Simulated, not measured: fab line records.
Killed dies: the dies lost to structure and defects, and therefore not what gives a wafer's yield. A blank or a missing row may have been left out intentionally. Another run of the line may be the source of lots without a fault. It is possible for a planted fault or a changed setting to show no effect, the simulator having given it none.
Comparing a struck lot with a sound one :: flow nand_harc :: 15 out of 1159 route steps
Sound: wafers L640.1, L640.4, L640.5. Struck: wafer L652.5. (L652.3, L652.4 of the same lot were not struck and are left out.) The cause comes at the end.
Order at every step that has rows: each side's tool, ch and its chambers, its first start. Under that, the readings that differ: sound wafers :: struck wafers :: difference of the means :: sigmas: that difference in standard deviations of wafers without a fault.
alike: readings whose means differ by less than 2 such deviations, and words and numbers that are the same on both sides. not compared: withheld readings, readings that some wafer has no value for, bounds like >300 that may hide the same value, and numbers for which the record gives no deviation and whose values overlap.
Wherever a step has rows on one side only, a row that says differs or no value, or a row with sigmas, the two part there. Numbers that have no deviation but don't overlap get no sigmas and don't part them. A reading missing from all wafers of one side parts the sides only when that side holds two or more wafers.

first, 5 steps without rows for these wafers: NHARC_A_CHANNEL_HOLE_D1_SOFTBAKE_05 (time 55 s); NHARC_A_CHANNEL_HOLE_D1_EBR_06; NHARC_A_CHANNEL_HOLE_D1_EXPOSE_07 (exposes mask HOLE D1, target cd 100 nm); NHARC_A_CHANNEL_HOLE_D1_PEB_08 (peb time 65 s); NHARC_A_CHANNEL_HOLE_D1_DEVELOP_09 (develop time 35 s).
NHARC_A_CHANNEL_HOLE_D1_CD_MEAS_10: target cd 100 nm.
  sound on cd_sem-03 ch 0, day 9 01:20; struck on cd_sem-02 ch 0, day 12 02:49
  alike: cd_nm
NHARC_A_CHANNEL_HOLE_D1_OVL_MEAS_11:
  sound on overlay-02, day 9 01:25; struck on overlay-02, day 12 02:55
  alike: overlay_x_nm, overlay_y_nm
NHARC_A_CHANNEL_HOLE_D1_INSPECT_12:
  sound on defect_inspect-01, day 9 01:27; struck on defect_inspect-02, day 12 02:57
  alike: raw_defect_count
NHARC_A_CHANNEL_HOLE_D1_DESCUM_15: chemistry O2, time 3 s.
  sound on rie_diel-01 ch 0,1,3, day 9 01:31; struck on rie_diel-06 ch 3, day 12 03:01
reading: oes_product_au (a.u.)
sound: 0.982 1.004 1.002
struck: 1.030
difference: +0.034
sigmas: +2
  alike: drypump_motor_current_A, rf_vpp_V, showerhead_plenum_p_Torr, throttle_valve_pct
  not compared: rf_hours_counter_h
NHARC_A_CHANNEL_HOLE_D1_ETCH_38: etches the open film in CF4, target depth 39 nm, time 65 s.
  sound on rie_diel-01 ch 0,2, day 9 01:36; struck on rie_diel-06 ch 0, day 12 03:05
reading: throttle_valve_pct (%)
sound: 13.270 13.296 13.276
struck: 13.259
difference: -0.022
sigmas: -2
  alike: bias_w, drypump_motor_current_A, oes_product_au, rf_vpp_V, showerhead_plenum_p_Torr
  not compared: rf_hours_counter_h
NHARC_A_CHANNEL_HOLE_D1_ETCH_39: etches the open film in N2/H2, target depth 260 nm, time 325 s.
  sound: rie_diel-01 ch 0,1,3; struck: rie_diel-06 ch 0
  alike: bias_w, drypump_motor_current_A, oes_product_au, rf_vpp_V, showerhead_plenum_p_Torr, throttle_valve_pct
  not compared: rf_hours_counter_h
NHARC_A_CHANNEL_HOLE_D1_ETCH_34: etches the open film in CF4/CHF3, target depth 154 nm, time 77 s.
  sound: rie_diel-01 ch 0,3; struck: rie_diel-06 ch 1
  alike: bias_w, drypump_motor_current_A, oes_product_au, rf_vpp_V, showerhead_plenum_p_Torr, throttle_valve_pct
  not compared: rf_hours_counter_h
NHARC_A_CHANNEL_HOLE_D1_ETCH_16: etches the open film in O2/COS, target depth 3100 nm, time 806 s.
  sound on rie_diel-01 ch 1,3, day 9 02:02; struck on rie_diel-06 ch 2, day 12 03:32
reading: oes_product_au (a.u.)
sound: 0.987 0.994 0.998
struck: 1.199
difference: +0.206
sigmas: +14
  alike: bias_w, drypump_motor_current_A, rf_vpp_V, showerhead_plenum_p_Torr, throttle_valve_pct
  not compared: rf_hours_counter_h
NHARC_A_CHANNEL_HOLE_D1_CD_MEAS_18:
  sound on cd_sem-02, day 9 02:37; struck on cd_sem-02, day 12 04:08
  alike: cd_nm
-- jump in the record: it breaks off in module A_CHANNEL_HOLE_D1 and resumes in module END (first step shown: number 1159 of the route), and 12 days separate the struck wafers' starts before and after --
NHARC_END_SORT_01:
  sound on prober-01 ch 0, day 20 22:23; struck on prober-01 ch 0, day 23 21:41
reading: killed_short
sound: 2 1 0
struck: 6
difference: +5
sigmas: +3
  alike: killed_at_array, killed_at_other, killed_at_periphery, killed_dies, killed_open

## WHERE THEY PART
First at NHARC_A_CHANNEL_HOLE_D1_DESCUM_15; last, within this record, at NHARC_END_SORT_01.

WHY: whatever the simulator had introduced
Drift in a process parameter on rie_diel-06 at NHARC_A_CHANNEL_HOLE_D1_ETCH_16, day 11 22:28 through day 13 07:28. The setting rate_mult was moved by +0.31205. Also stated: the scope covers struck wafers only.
